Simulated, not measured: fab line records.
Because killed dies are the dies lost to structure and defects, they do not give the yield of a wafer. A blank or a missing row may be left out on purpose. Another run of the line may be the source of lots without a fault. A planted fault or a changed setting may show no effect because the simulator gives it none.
Which of the tools did it?    flow nand harc    42 wafers from 14 lots sampled at 6 of the route's 1302 steps

## WHAT EACH GAUGE READ, for each wafer
NHARC_A_DECK1_JOINT_INSPECT_05. Usual: raw defect count 311, standard deviation 130.
lot   measured      on                 raw defect count  flag
L934  day 12 05:34  defect inspect-02  356 259 297       
L936  day 13 00:20  defect inspect-02  200 164 278       
L935  day 13 00:21  defect inspect-01  242 297 297       
L938  day 13 13:11  defect inspect-02  225 207 296       
L939  day 14 06:31  defect inspect-01  279 260 276       
L946  day 17 00:31  defect inspect-02  288 327 180       
L947  day 18 04:46  defect inspect-02  612 246 263       
L948  day 18 11:51  defect inspect-02  292 276 240       
L949  day 19 06:05  defect inspect-01  357 260 237       
L950  day 19 06:05  defect inspect-02  206 242 402       
L954  day 20 18:41  defect inspect-02  404 386 555       
L957  day 21 17:16  defect inspect-02  459 321 293       
L956  day 21 17:16  defect inspect-01  175 123 157       
L955  day 21 17:26  defect inspect-01  271 381 303       

NHARC_A_ONON_D2_THK_MEAS_18: measures by ellipsometry. Usual: thk nm 1001 nm, standard deviation 9.3.
lot   measured      on             thk nm (nm)     flag
L934  day 12 16:12  film metro-01  994 995 995     
L936  day 13 10:56  film metro-01  1004 1006 1003  
L935  day 13 10:56  film metro-02  997 998 998     
L938  day 14 01:49  film metro-01  995 994 994     
L939  day 14 17:05  film metro-01  1027 1030 1027  
L946  day 17 11:04  film metro-01  998 997 994     
L947  day 18 15:41  film metro-02  1002 1001 1002  
L948  day 18 23:41  film metro-02  1003 1003 1004  
L949  day 19 16:19  film metro-01  995 992 996     
L950  day 19 16:19  film metro-02  1003 1004 1003  
L954  day 21 05:17  film metro-01  1004 1003 1002  
L957  day 22 03:52  film metro-02  997 997 997     
L956  day 22 03:52  film metro-01  988 988 989     
L955  day 22 03:52  film metro-02  997 996 996     

NHARC_A_ONON_D2_THK_MEAS_24: measures by ellipsometry. Usual: thk nm 1001 nm, standard deviation 9.2.
lot   measured      on             thk nm (nm)     flag
L934  day 12 17:19  film metro-01  1013 1014 1014  
L936  day 13 12:04  film metro-02  999 999 1000    
L935  day 13 12:04  film metro-01  1016 1017 1017  
L938  day 14 02:56  film metro-02  1008 1007 1007  
L939  day 14 18:14  film metro-01  992 991 990     
L946  day 17 12:12  film metro-02  1012 1011 1014  
L947  day 18 16:49  film metro-02  1003 1003 1004  
L948  day 19 00:50  film metro-02  1002 1003 1003  
L949  day 19 17:27  film metro-02  1010 1010 1009  
L950  day 19 17:26  film metro-01  995 994 993     
L954  day 21 06:25  film metro-01  1007 1006 1008  
L957  day 22 05:00  film metro-02  992 990 993     
L956  day 22 05:00  film metro-01  997 995 994     
L955  day 22 05:01  film metro-02  1007 1007 1009  

NHARC_A_ONON_D2_THK_MEAS_27: measures by ellipsometry. Usual: thk nm 1002 nm, standard deviation 8.9.
lot   measured      on             thk nm (nm)     flag
L934  day 12 17:53  film metro-02  1014 1014 1014  
L936  day 13 12:38  film metro-02  1003 1003 1005  
L935  day 13 12:38  film metro-01  1001 1000 1002  
L938  day 14 03:31  film metro-01  1001 1000 1001  
L939  day 14 18:47  film metro-01  1000 1001 1000  
L946  day 17 12:46  film metro-02  582 582 583     OFF
L947  day 18 17:23  film metro-01  576 576 573     OFF
L948  day 19 01:25  film metro-02  1020 1020 1021  
L949  day 19 18:01  film metro-01  1006 1005 1004  
L950  day 19 18:00  film metro-02  1001 999 1000   
L954  day 21 06:59  film metro-01  1004 1004 1003  
L957  day 22 05:34  film metro-02  997 995 997     
L956  day 22 05:34  film metro-01  988 987 987     
L955  day 22 05:34  film metro-02  999 999 999     

NHARC_END_SORT_01. Usual: killed at array 63, standard deviation 27; killed at other 0.7, standard deviation 1.2; killed at periphery 3.1, standard deviation 2; killed dies 67, standard deviation 28; killed open 3.0, standard deviation 1.9; killed short 2.2, standard deviation 1.5.
lot   measured      on         killed at array  killed at other  killed at periphery  killed dies  killed open  killed short  flag
L946  day 28 22:23  prober-02  673 676 675      3 0 0            1 1 2                677 677 677  2 1 3        2 2 5         OFF
L947  day 30 03:15  prober-01  675 675 672      0 1 1            2 1 4                677 677 677  2 3 2        2 2 2         OFF
L948  day 30 04:50  prober-02  52 54            0 0              8 5                  60 59        2 3          0 1           
L949  day 31 19:33  prober-01  74 70            0 0              2 3                  76 73        0 2          2 2           

## EACH LOT AND THE TOOL THAT RAN IT (in order: tool; ch and the chambers of the sampled wafers; start)
lot   NHARC_A_ONON_D2_DEP_25
L934  pecvd onon-03 ch 0, day 12 17:22
L936  pecvd onon-02 ch 0, day 13 12:14
L935  pecvd onon-03 ch 0, day 13 12:08
L938  pecvd onon-03 ch 0, day 14 03:04
L939  pecvd onon-04 ch 0, day 14 18:20
L946  pecvd onon-03 ch 0, day 17 12:19
L947  pecvd onon-03 ch 0, day 18 16:52
L948  pecvd onon-04 ch 0, day 19 00:53
L949  pecvd onon-04 ch 0, day 19 17:31
L950  pecvd onon-02 ch 0, day 19 17:29
L954  pecvd onon-03 ch 0, day 21 06:32
L957  pecvd onon-03 ch 0, day 22 05:07
L956  pecvd onon-04 ch 0, day 22 05:04
L955  pecvd onon-02 ch 0, day 22 05:04
- NHARC_A_ONON_D2_DEP_25: target thk 1000 nm.

## AS READ BY THE TOOLS THEMSELVES (means over the sampled wafers that have a number; for cases with no such wafer, the mark the record gives instead)
The record holds no such reading with a usual standard deviation.

## THE ANSWER, worked out from the rows above alone
Rule: lot off if the mean of its wafers having a number is beyond 3 standard deviations from the usual mean. A lot without any number at a reading at which 4 lots or more have one is off too. The other lots that the step has rows for count as sound. First the gauges in route order, then the tools' own readings, where a lot's mean is used as printed above. The first step at which some lot is off is used, and at that step the reading that is off furthest; a lot without a number counts as furthest.
Off, at NHARC_A_ONON_D2_THK_MEAS_27 on thk nm: L946, L947.
If a tool, at a process step before that reading, ran all the lots that are off and no sound lot after the first of them, it fits. Not tried: the gauges at NHARC_A_ONON_D2_THK_MEAS_27; whatever is off there is also off at NHARC_END_SORT_01, on other tools, and gauge error can't account for it. None of those tried fits.

## WHAT THE SIMULATOR HAD INSERTED
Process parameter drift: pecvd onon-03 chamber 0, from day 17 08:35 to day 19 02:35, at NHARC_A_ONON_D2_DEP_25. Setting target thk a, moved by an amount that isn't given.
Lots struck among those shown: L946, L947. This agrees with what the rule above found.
